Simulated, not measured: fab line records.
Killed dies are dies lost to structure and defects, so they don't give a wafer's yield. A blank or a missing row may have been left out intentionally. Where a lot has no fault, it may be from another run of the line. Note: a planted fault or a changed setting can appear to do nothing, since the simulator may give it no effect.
fab line records    flow nand_harc
record lots=13  wafers=39  last_day=34
route steps=1302 shown A_CONTACT@1050 END@1302
lots untouched by any fault: they come from a run of this same line in which no faults occurred
start_h: hours from the record's first day to the start of the lot's first wafer shown    wait_h: time in hours since the lot's previous step    " identical to the entry in the row above    L1.1+2: several wafers, shown together as one row    - either no value or no given start    * or withheld: withheld    < > ~ a bound
route shown NAME@n: a module of which the file shows steps, and the number in the route of the first    usual: mean and standard deviation over wafers with no fault    same: alike in all rows    chamber/n: place in a boat    sites: readings site by site    _std_site: standard deviation of those values    _edge_site: mean of outer sites minus mean of inner sites    radius_mm: for every site, how far away it sits from the centre of the wafer    mask NAME#n: copy n    behind: the tool/chamber that last shaped the wafer    hold: the reason the lot was held/the length of the hold in hours/how it ended    device: which transistor (n, p or np) failed to switch    end of line: the route-end tests of the same wafers    where a step has no rows: the recipe by itself    killed: the dies lost at the first sort to structure and to defects; this is not the yield of the wafer    map: a wafer's dies, x killed, . not, _ none there
set.NAME: the setting the step ran with; set.NAME@STEP: the setting that earlier step ran with    model.NAME: the simulator's own value behind a step, which no gauge read
steps of the route over a sample of lots; a table a step, a row a wafer
services: from which hour (start_h, from the record's first day; less than 0 if before it) a tool's chamber was out of use, for how many hours, and why
## steps
# step NHARC_A_CONTACT_ETCH_127
# recipe source_w=withheld  pressure_mtorr=20  bias_v=3000  time_s=197  target_depth_a=19180  ar_flow_sccm=withheld  c4f8_flow_sccm=withheld  o2_flow_sccm=withheld  chemistry=C4F8/O2/Ar
# usual run_length_s=197/0
lot.wafer  tool             chamber  start_h  wait_h  rf_hours_counter_h  run_length_s
L120.2     har_cap_etch-03  0        512.68   0.1     45                  197
L120.6     "                0        "        "       -                   197
L120.5     "                1        "        "       -                   197
L123.2     har_cap_etch-02  0        538.81   0.1     91                  197
L123.3     "                1        "        "       -                   197
L123.4     "                0        "        "       -                   197
L125.3     har_cap_etch-01  0        571.17   0.1     -                   197
L125.6     "                0        "        "       -                   197
L125.5     "                1        "        "       -                   197
L127.1     har_cap_etch-02  0        587.79   0.1     99                  197
L127.2     "                1        "        "       99                  197
L127.4     "                1        "        "       -                   197
L129.2     har_cap_etch-01  1        609.88   0.2     17                  197
L129.4     "                0        "        "       -                   197
L129.5     "                0        "        "       -                   197
L135.1     har_cap_etch-01  1        649.92   0.1     24                  197
L135.4     "                1        "        "       -                   197
L135.6     "                1        "        "       -                   197
L134.1     har_cap_etch-02  1        654.92   0.1     113                 197
L134.4     "                1        "        "       -                   197
L134.5     "                1        "        "       -                   197
L137.2     har_cap_etch-03  0        679.73   0.1     73                  197
L137.4     "                0        "        "       -                   197
L137.5     "                1        "        "       -                   197
L136.2     har_cap_etch-02  1        688.10   0.1     119                 197
L136.3     "                1        "        "       -                   197
L136.6     "                1        "        "       -                   197
L138.4     har_cap_etch-01  0        705.38   0.1     -                   197
L138.6     "                0        "        "       -                   197
L138.5     "                1        "        "       -                   197
L140.1     har_cap_etch-03  1        719.43   0.1     81                  197
L140.3     "                0        "        "       -                   197
L140.6     "                0        "        "       -                   197
L141.1     har_cap_etch-03  1        734.89   0.2     82                  197
L141.4     "                1        "        "       -                   197
L141.6     "                1        "        "       -                   197
L142.2     har_cap_etch-03  0        753.99   0.1     86                  197
L142.3     "                0        "        "       -                   197
L142.5     "                1        "        "       -                   197
# step NHARC_A_CONTACT_ETCH_132
# recipe source_w=withheld  pressure_mtorr=20  bias_v=3000  time_s=197  target_depth_a=19240  ar_flow_sccm=withheld  c4f8_flow_sccm=withheld  o2_flow_sccm=withheld  chemistry=C4F8/O2/Ar
# usual run_length_s=197/0
lot.wafer  tool             chamber  start_h  wait_h  rf_hours_counter_h  run_length_s
L120.2     har_cap_etch-03  0        513.57   0.1     46                  197
L120.6     "                0        "        "       -                   197
L120.5     "                1        "        "       -                   197
L123.2     har_cap_etch-02  0        539.70   0.1     91                  197
L123.3     "                1        "        "       -                   197
L123.4     "                0        "        "       -                   197
L125.3     har_cap_etch-01  0        572.06   0.1     -                   197
L125.6     "                0        "        "       -                   197
L125.5     "                1        "        "       -                   197
L127.1     har_cap_etch-02  0        588.67   0.1     100                 197
L127.2     "                1        "        "       100                 197
L127.4     "                1        "        "       -                   197
L129.2     har_cap_etch-01  1        610.76   0.1     18                  197
L129.4     "                0        "        "       -                   197
L129.5     "                0        "        "       -                   197
L135.1     har_cap_etch-01  1        650.80   0.1     25                  197
L135.4     "                1        "        "       -                   197
L135.6     "                1        "        "       -                   197
L134.1     har_cap_etch-02  1        655.87   0.2     114                 197
L134.4     "                1        "        "       -                   197
L134.5     "                1        "        "       -                   197
L137.2     har_cap_etch-03  0        680.62   0.1     74                  197
L137.4     "                0        "        "       -                   197
L137.5     "                1        "        "       -                   197
L136.2     har_cap_etch-02  1        688.98   0.1     120                 197
L136.3     "                1        "        "       -                   197
L136.6     "                1        "        "       -                   197
L138.4     har_cap_etch-01  0        706.26   0.1     -                   197
L138.6     "                0        "        "       -                   197
L138.5     "                1        "        "       -                   197
L140.1     har_cap_etch-03  1        720.32   0.1     81                  197
L140.3     "                0        "        "       -                   197
L140.6     "                0        "        "       -                   197
L141.1     har_cap_etch-03  1        736.07   0.2     83                  197
L141.4     "                1        "        "       -                   197
L141.6     "                1        "        "       -                   197
L142.2     har_cap_etch-03  0        754.87   0.1     87                  197
L142.3     "                0        "        "       -                   197
L142.5     "                1        "        "       -                   197
# step NHARC_A_CONTACT_CD_MEAS_80
# usual cd_nm=289.5/0.71
lot.wafer  tool       chamber  start_h  wait_h  cd_nm
L120.2     cd_sem-01  -        514.79   -       288.3
L120.5     "          -        "        "       288.7
L120.6     "          -        "        "       288.6
L123.2     cd_sem-03  -        540.85   -       289.4
L123.3     "          -        "        "       289.4
L123.4     "          -        "        "       289.6
L125.3     cd_sem-01  -        573.19   -       289.5
L125.5     "          -        "        "       289.6
L125.6     "          -        "        "       289.7
L127.1     cd_sem-01  -        589.86   -       288.5
L127.2     "          -        "        "       288.2
L127.4     "          -        "        "       288.1
L129.2     cd_sem-01  -        611.94   -       289.7
L129.4     "          -        "        "       289.4
L129.5     "          -        "        "       288.9
L135.1     cd_sem-01  -        651.97   -       290.7
L135.4     "          -        "        "       289.8
L135.6     "          -        "        "       289.9
L134.1     cd_sem-03  -        657.25   -       290.3
L134.4     "          -        "        "       290.7
L134.5     "          -        "        "       289.8
L137.2     cd_sem-03  -        681.78   -       289.0
L137.4     "          -        "        "       290.1
L137.5     "          -        "        "       288.9
L136.2     cd_sem-01  -        690.31   -       289.2
L136.3     "          -        "        "       289.5
L136.6     "          -        "        "       289.6
L138.4     cd_sem-02  -        707.39   -       288.7
L138.5     "          -        "        "       289.2
L138.6     "          -        "        "       289.6
L140.1     cd_sem-01  -        721.48   -       289.8
L140.3     "          -        "        "       290.5
L140.6     "          -        "        "       290.3
L141.1     cd_sem-01  -        737.45   -       289.3
L141.4     "          -        "        "       289.4
L141.6     "          -        "        "       289.8
L142.2     cd_sem-02  -        756.03   -       290.0
L142.3     "          -        "        "       288.5
L142.5     "          -        "        "       289.4
# step NHARC_A_CONTACT_ETCH_106
# recipe target_depth_a=900  overetch_a=90  time_s=49.5  ion_energy_ev=100  cf4_flow_sccm=80  o2_flow_sccm=20  ar_flow_sccm=0  rf_w=300  bias_w=100  chemistry=CF4/O2
# usual cf4_flow_sccm=79.99/0.26  drypump_motor_current_A=6.2/0.42  oes_product_au=1.002/0.01  rf_vpp_V=197.5/1.5  run_length_s=70.6/0.43  showerhead_plenum_p_Torr=1.32/0.057  throttle_valve_pct=13.398/0.0091
lot.wafer  tool         chamber  start_h  wait_h  cf4_flow_sccm  drypump_motor_current_A  oes_product_au  rf_hours_counter_h  rf_vpp_V  run_length_s  showerhead_plenum_p_Torr  throttle_valve_pct
L120.2     rie_diel-09  0        515.08   0.1     80.54          6.4                      1.007           3                   196.9     71.1          1.26                      13.407
L120.5     "            3        "        "       79.99          6.0                      1.007           -                   198.2     69.7          1.38                      13.399
L120.6     "            0        "        "       80.33          6.4                      1.002           -                   196.4     70.9          1.26                      13.394
L123.3     rie_diel-12  1        541.15   0.1     80.02          6.7                      0.999           14                  195.6     70.5          1.27                      13.404
L123.2     "            2        "        "       79.73          5.5                      1.008           16                  198.5     70.5          1.34                      13.407
L123.4     "            3        "        "       80.04          5.8                      1.027           16                  196.6     70.0          1.27                      13.402
L125.3     rie_diel-12  1        573.77   0.1     80.44          6.7                      0.997           20                  196.9     66.9          1.27                      13.391
L125.5     "            3        "        "       80.18          5.8                      1.014           -                   196.7     70.6          1.27                      13.393
L125.6     "            0        "        "       80.35          6.7                      1.014           -                   197.8     71.0          1.32                      13.390
L127.1     rie_diel-12  1        590.15   0.0     79.91          6.7                      0.999           25                  198.5     66.9          1.27                      13.406
L127.4     "            3        "        "       80.07          5.8                      1.015           27                  196.9     70.2          1.27                      13.406
L127.2     "            0        "        "       80.51          6.6                      0.997           24                  197.5     71.0          1.32                      13.391
L129.2     rie_diel-08  0        612.27   0.1     80.26          6.5                      1.002           17                  199.1     70.9          1.33                      13.399
L129.4     "            0        "        "       79.98          6.4                      1.000           -                   197.0     70.7          1.33                      13.408
L129.5     "            1        "        "       80.23          5.9                      1.018           -                   200.1     70.4          1.42                      13.386
L135.4     rie_diel-12  3        652.26   0.1     79.75          5.8                      0.984           4                   197.2     70.5          1.27                      13.395
L135.1     "            2        "        "       79.60          5.5                      0.994           4                   198.4     70.4          1.34                      13.399
L135.6     "            3        "        "       79.75          5.8                      0.991           -                   196.8     70.1          1.27                      13.399
L134.1     rie_diel-12  0        657.58   0.1     79.99          6.7                      0.990           5                   198.6     71.4          1.31                      13.402
L134.5     "            0        "        "       79.73          6.7                      0.991           -                   198.5     71.2          1.31                      13.409
L134.4     "            1        "        "       79.92          6.7                      0.991           -                   195.8     70.4          1.27                      13.392
L137.2     rie_diel-12  3        682.07   0.1     79.87          5.8                      0.986           8                   196.0     70.6          1.27                      13.406
L137.4     "            0        "        "       79.90          6.7                      0.986           9                   197.4     71.3          1.31                      13.397
L137.5     "            2        "        "       79.66          5.5                      0.988           -                   198.9     70.4          1.34                      13.399
L136.3     rie_diel-12  2        691.85   1.1     79.52          5.5                      0.990           10                  197.6     70.6          1.34                      13.395
L136.2     "            0        "        "       79.74          6.6                      0.988           11                  198.5     71.4          1.31                      13.387
L136.6     "            2        "        "       79.74          5.5                      0.994           -                   198.8     70.8          1.34                      13.411
L138.4     rie_diel-09  0        707.67   0.1     80.27          6.4                      0.988           6                   196.7     70.4          1.25                      13.389
L138.5     "            0        "        "       80.35          6.4                      0.994           -                   196.7     70.7          1.25                      13.401
L138.6     "            1        "        "       80.20          5.5                      1.008           -                   199.3     71.1          1.39                      13.388
L140.3     rie_diel-09  0        721.79   0.1     79.67          6.4                      1.000           12                  195.0     70.5          1.24                      13.377
L140.1     "            1        "        "       79.81          5.5                      1.009           11                  199.2     71.0          1.39                      13.392
L140.6     "            3        "        "       80.01          6.0                      1.014           -                   197.6     70.0          1.37                      13.399
L141.1     rie_diel-08  2        737.78   0.1     79.77          6.3                      1.002           1                   199.3     70.4          1.42                      13.382
L141.4     "            0        "        "       79.66          6.4                      0.996           1                   198.2     71.1          1.32                      13.395
L141.6     "            3        "        "       80.56          6.3                      1.012           -                   196.3     70.9          1.26                      13.394
L142.3     rie_diel-09  0        756.33   0.1     79.86          6.4                      1.006           23                  196.1     70.6          1.24                      13.376
L142.2     "            2        "        "       80.37          6.3                      1.001           17                  194.5     70.5          1.25                      13.392
L142.5     "            3        "        "       79.86          6.0                      1.009           -                   197.9     69.7          1.36                      13.396
# step NHARC_END_SORT_01
# recipe temp_c=25
# usual killed_at_array=59/20  killed_at_other=0.8/1.2  killed_at_periphery=3.5/2.2  killed_dies=63/20  killed_open=3.3/1.8  killed_short=2.6/1.7
# same gross_dies=677
lot.wafer  tool       chamber  start_h  wait_h  killed_at_array  killed_at_other  killed_at_periphery  killed_dies  killed_open  killed_short
L125.3     prober-01  0        628.66   3.1     213              4                2                    219          1            4
L125.5     prober-01  0        630.27   3.7     74               2                3                    79           2            5
L125.6     prober-01  0        631.08   4.0     84               3                4                    91           6            3
L127.1     prober-01  0        642.64   2.5     157              0                0                    157          3            6
L127.2     prober-01  0        643.45   2.8     28               0                2                    30           5            2
L127.4     prober-01  0        645.06   3.4     39               0                4                    43           4            7
# killed by level:class
L125.3 A_CONTACT:area_etch=126 A_CHANNEL_HOLE_D2:chamber_film_flake=39 A_SLIT:chamber_film_flake=28 A_STAIRCASE:chamber_film_flake=5 THIN_TSV:chamber_film_flake=4 A_CHANNEL_HOLE_D1:chamber_film_flake=3 A_WL_FILL:chamber_film_flake=3 A_CONTACT:chamber_film_flake=3
L125.5 A_SLIT:chamber_film_flake=32 A_CHANNEL_HOLE_D2:chamber_film_flake=21 A_STAIRCASE:chamber_film_flake=7 A_CHANNEL_HOLE_D1:chamber_film_flake=3 A_SGD_CUT:chamber_film_flake=3 A_CONTACT:chamber_film_flake=2 P_CONTACT:geometric_particle:short=1 P_CONTACT:geometric_particle:open=1
L125.6 A_SLIT:chamber_film_flake=34 A_CHANNEL_HOLE_D2:chamber_film_flake=30 A_CHANNEL_HOLE_D1:chamber_film_flake=4 A_M0:geometric_particle:open=3 A_ZERO_WELL:chamber_film_flake=3 THIN_TSV:chamber_film_flake=3 A_STAIRCASE:chamber_film_flake=3 P_CONTACT:geometric_particle:open=1
L127.1 A_CONTACT:area_etch=118 A_CHANNEL_HOLE_D2:chamber_film_flake=14 A_CONTACT:chamber_film_flake=5 A_CHANNEL_HOLE_D1:chamber_film_flake=3 A_ONON_D1:geometric_particle:short=2 A_DECK1_JOINT:geometric_particle:short=2 A_CHANNEL_FILL_D1:chamber_film_flake=2 A_STAIRCASE:chamber_film_flake=2
L127.2 A_CHANNEL_HOLE_D2:chamber_film_flake=12 A_CHANNEL_HOLE_D1:chamber_film_flake=6 A_CONTACT:chamber_film_flake=3 A_ONON_D1:geometric_particle:open=2 P_CONTACT:geometric_particle:open=1 A_SOURCE_PLATE:geometric_particle:short=1 A_ONON_D2:geometric_particle:open=1 A_CHANNEL_FILL_D2:geometric_particle:short=1
L127.4 A_CHANNEL_HOLE_D2:chamber_film_flake=16 A_CHANNEL_HOLE_D1:chamber_film_flake=5 A_CHANNEL_FILL_D2:chamber_film_flake=3 P_CONTACT:geometric_particle:short=2 A_CONTACT:geometric_particle:open=2 A_CHANNEL_FILL_D1:chamber_film_flake=2 A_STAIRCASE:chamber_film_flake=2 P_CONTACT:geometric_particle:open=1
## services
tool             chamber  start_h  hours  kind
har_cap_etch-01  -        497.00   17.0   pm
har_cap_etch-01  0        497.00   17.0   vent_cycle
har_cap_etch-01  1        497.00   17.0   vent_cycle
rie_diel-09      -        498.03   9.0    pm
rie_diel-12      0        508.71   7.2    repair
har_cap_etch-01  0        514.00   -      clean
rie_diel-09      1        527.53   4.6    repair
rie_diel-08      -        547.21   9.0    pm
rie_diel-12      3        598.73   8.6    repair
rie_diel-08      3        608.46   5.6    repair
rie_diel-09      2        613.41   2.0    repair
rie_diel-08      0        613.68   2.7    repair
rie_diel-12      -        622.58   9.0    pm
rie_diel-12      2        654.34   7.6    repair
har_cap_etch-03  -        657.23   0.2    repair
rie_diel-08      -        671.24   1.1    repair
rie_diel-09      -        675.22   9.0    pm
rie_diel-08      -        685.94   0.4    repair
rie_diel-12      3        686.72   7.7    repair
rie_diel-12      3        723.42   5.7    repair
rie_diel-09      0        724.04   4.4    repair
rie_diel-08      -        724.21   9.0    pm
rie_diel-09      2        737.16   8.6    repair
rie_diel-09      0        742.31   3.9    repair
## key
first_sign step=NHARC_A_CONTACT_ETCH_106  reading=run_length_s  direction=down  sigmas=8.6  usual=*  struck=*
effect step=NHARC_END_SORT_01  reading=killed_at_array  direction=up  sigmas=6.4  usual=59  struck=185
more_kills_born_at NHARC_A_CONTACT_ETCH_106@rie_diel-12=244
met_at NHARC_A_CONTACT_ETCH_106
struck_lots L125,L127
struck_wafers L125.3,L127.1
tester_left_out L125,L127
not_acting_at NHARC_A_CONTACT_ETCH_127,NHARC_A_CONTACT_ETCH_132,NHARC_A_CONTACT_CD_MEAS_80
onset_between 541.15 573.77
fault kind=process_parameter_drift  tool=rie_diel-12  chamber=-  onset_h=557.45  steps=NHARC_A_CONTACT_ETCH_106  channel=time_s  offset=*  shape=step  end_h=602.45  scope=struck_wafers_only  acts_in=*  stated=*
# tester_left_out: of these lots the tester's yield and bins aren't shown, on N5 and GAA mostly nor the transistor test; their killed dies are dies lost to structure and defects alone, not to doping, threshold or leakage, so they don't give the yield
